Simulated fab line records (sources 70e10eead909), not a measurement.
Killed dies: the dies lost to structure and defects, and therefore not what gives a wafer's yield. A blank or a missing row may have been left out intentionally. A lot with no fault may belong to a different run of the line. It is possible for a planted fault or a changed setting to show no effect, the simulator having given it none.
Chamber matching || flow nand_harc || 4 sister chambers for NHARC_P_BONDPAD_ACTIVATE_29 on rie_diel-11
The step chemistry N2, time 60 s. 4 wafers are shown with their chamber, then 9 later ones without.

## WAFERS, EACH WITH ITS CHAMBER
{"wafer": "L945.5", "chamber": 1, "drypump_motor_current_A (A)": 5.6}
{"wafer": "L950.3", "chamber": 3, "drypump_motor_current_A (A)": 5.6}
{"wafer": "L950.4", "chamber": 2, "drypump_motor_current_A (A)": 4.7}
{"wafer": "L950.5", "chamber": 0, "drypump_motor_current_A (A)": 5.5}

## WAFERS WITH NO CHAMBER GIVEN
{"wafer": "L953.1", "drypump_motor_current_A (A)": 5.6}
{"wafer": "L953.4", "drypump_motor_current_A (A)": 5.6}
{"wafer": "L955.1", "drypump_motor_current_A (A)": 5.6}
{"wafer": "L955.2", "drypump_motor_current_A (A)": 4.7}
{"wafer": "L956.1", "drypump_motor_current_A (A)": 5.6}
{"wafer": "L956.2", "drypump_motor_current_A (A)": 5.6}
{"wafer": "L962.1", "drypump_motor_current_A (A)": 5.7}
{"wafer": "L962.2", "drypump_motor_current_A (A)": 4.6}
{"wafer": "L962.4", "drypump_motor_current_A (A)": 5.6}

## EACH ONE'S CHAMBER
{"wafer": "L953.1", "from the rows above": "can't be placed: 1 or 3", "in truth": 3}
{"wafer": "L953.4", "from the rows above": "can't be placed: 1 or 3", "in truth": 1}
{"wafer": "L955.1", "from the rows above": "can't be placed: 1 or 3", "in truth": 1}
{"wafer": "L955.2", "from the rows above": 2, "in truth": 2}
{"wafer": "L956.1", "from the rows above": "can't be placed: 1 or 3", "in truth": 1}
{"wafer": "L956.2", "from the rows above": "can't be placed: 1 or 3", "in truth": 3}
{"wafer": "L962.1", "from the rows above": "can't be placed: 1 or 3", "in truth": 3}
{"wafer": "L962.2", "from the rows above": 2, "in truth": 2}
{"wafer": "L962.4", "from the rows above": "can't be placed: 1 or 3", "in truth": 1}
Correctly placed: 2 of 9. Unplaceable from these rows: 7, with the true chamber sitting among the candidates in 7. 0 placed wrongly.
How it was worked out, from the rows above alone: a wafer's distance from a chamber is the root of the sum, over the readings, of the square of ((its reading less the chamber's mean) divided by the reading's scatter). If the next closest chamber is less than 2 further off than the closest, the wafer can't be placed; otherwise it belongs to the closest. A chamber's mean is the mean of its shown wafers. The scatter (one wafer shown for each chamber): square how far every hidden wafer sits from the nearest shown wafer, average those squares and take the square root.
